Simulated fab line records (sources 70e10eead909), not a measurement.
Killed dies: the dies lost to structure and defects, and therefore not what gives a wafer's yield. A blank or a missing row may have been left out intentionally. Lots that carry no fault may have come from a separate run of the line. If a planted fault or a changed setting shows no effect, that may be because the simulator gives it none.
Which tool was responsible? | flow nand_harc | Sampling: 12 lots, 36 wafers, 5 of 1302 route steps

## WHAT THE GAUGES READ, wafer by wafer
NHARC_A_BLC_OVL_MEAS_11.
lot  | measured     | on         | overlay_x_nm (nm)
L075 | day 21 22:52 | overlay-01 | -1.3 -1.2 -1.6
L078 | day 22 15:56 | overlay-01 | 0.7 0.9 1.4
L080 | day 24 00:40 | overlay-01 | 0.9 1.1 1.4
L081 | day 25 02:09 | overlay-01 | 0.4 0.4 0.4
L083 | day 25 18:17 | overlay-02 | 0.8 0.4 1.0
L085 | day 26 02:32 | overlay-01 | 0.2 0.1 -0.2
L087 | day 26 21:11 | overlay-02 | 0.2 0.2 0.3
L089 | day 27 04:55 | overlay-01 | 0.1 0.6 0.0
L092 | day 28 19:45 | overlay-01 | -0.6 -0.6 -0.8
L094 | day 30 00:42 | overlay-02 | 0.4 0.0 0.3
L096 | day 30 13:55 | overlay-01 | 1.0 0.7 0.4
L097 | day 31 00:39 | overlay-01 | 0.3 0.3 -0.1

## WHICH TOOL RAN EACH LOT (tool, then ch and the chambers of the sampled wafers, then the start)
lot  | NHARC_A_CONTACT_DEP_84        | NHARC_A_CONTACT_ETCH_89                       | NHARC_A_CONTACT_ETCH_31                       | NHARC_A_CONTACT_ETCH_135
L075 | acl_dep-03 ch 0, day 21 14:41 | rie_diel-02 ch 0,1,3, day 21 18:05 or earlier | rie_diel-02 ch 1,2, day 21 18:05 or earlier   | har_cap_etch-02 ch 0,1, day 21 18:05
L078 | acl_dep-01 ch 0, day 22 06:47 | rie_diel-01 ch 0,1,3, day 22 11:13 or earlier | rie_diel-01 ch 0,2, day 22 11:13 or earlier   | har_cap_etch-01 ch 0,1, day 22 11:13
L080 | acl_dep-02 ch 0, day 23 15:25 | rie_diel-02 ch 0,2,3, day 23 19:04 or earlier | rie_diel-01 ch 0,2,3, day 23 19:04            | har_cap_etch-02 ch 0,1, day 23 19:44
L081 | acl_dep-02 ch 0, day 24 17:18 | rie_diel-02 ch 0,1, day 24 21:16 or earlier   | rie_diel-02 ch 2,3, day 24 21:16 or earlier   | har_cap_etch-03 ch 0,1, day 24 21:16
L083 | acl_dep-01 ch 0, day 25 09:33 | rie_diel-02 ch 0,2,3, day 25 13:32 or earlier | rie_diel-02 ch 2,3, day 25 13:32 or earlier   | har_cap_etch-03 ch 0,1, day 25 13:32
L085 | acl_dep-03 ch 0, day 25 17:32 | rie_diel-02 ch 0,1,2, day 25 21:41 or earlier | rie_diel-02 ch 0,1,3, day 25 21:41 or earlier | har_cap_etch-01 ch 0,1, day 25 21:41
L087 | acl_dep-02 ch 0, day 26 11:47 | rie_diel-02 ch 1,2,3, day 26 15:52 or earlier | rie_diel-02 ch 1,2,3, day 26 15:52 or earlier | har_cap_etch-01 ch 0,1, day 26 15:52
L089 | acl_dep-03 ch 0, day 26 20:43 | rie_diel-02 ch 2,3, day 27 00:12 or earlier   | rie_diel-02 ch 0,2, day 27 00:12 or earlier   | har_cap_etch-03 ch 0,1, day 27 00:12
L092 | acl_dep-01 ch 0, day 28 11:21 | rie_diel-02 ch 1,3, day 28 15:07 or earlier   | rie_diel-02 ch 1,2,3, day 28 15:07 or earlier | har_cap_etch-01 ch 0,1, day 28 15:07
L094 | acl_dep-03 ch 0, day 29 16:38 | rie_diel-02 ch 0,1,3, day 29 19:55 or earlier | rie_diel-02 ch 1,2,3, day 29 19:55 or earlier | har_cap_etch-03 ch 0,1, day 29 19:55
L096 | acl_dep-03 ch 0, day 30 04:50 | rie_diel-02 ch 0,1,3, day 30 08:50 or earlier | rie_diel-02 ch 0,1,3, day 30 08:50 or earlier | har_cap_etch-02 ch 0,1, day 30 08:50
L097 | acl_dep-01 ch 0, day 30 14:55 | rie_diel-02 ch 1,2,3, day 30 19:43 or earlier | rie_diel-02 ch 1,2,3, day 30 19:43 or earlier | har_cap_etch-03 ch 0,1, day 30 19:43
- NHARC_A_CONTACT_DEP_84: deposits aC, target thk 2800 nm.
- NHARC_A_CONTACT_ETCH_89: etches the open film in N2/H2, target depth 260 nm, time 475.3 s.
- NHARC_A_CONTACT_ETCH_31: etches the open film in O2/COS, target depth 2800 nm, time 728 s.
- NHARC_A_CONTACT_ETCH_135: etches the open film in C4F8/O2/Ar, time 311 s, target depth 1912 nm.

## THE ANSWER, worked out from the rows above alone
Rule: what is usual is taken from the lots themselves. The widest of any qualifying gaps counts: lots, ordered by their means at a reading, are off when they make up no more than a third of the lots, leave a main group of 4 or more, and stand apart from it by 3 or more times the standard deviation of that group's means. Not used: any main group whose means are identical at the precision the tables above print for the reading. A lot without any number at a reading at which 4 lots or more have one is off too. Where the step has rows for the other lots, those lots are counted as sound.
Nothing can be told from this: no lot is off at any reading shown.

## WHAT THE SIMULATOR PUT IN
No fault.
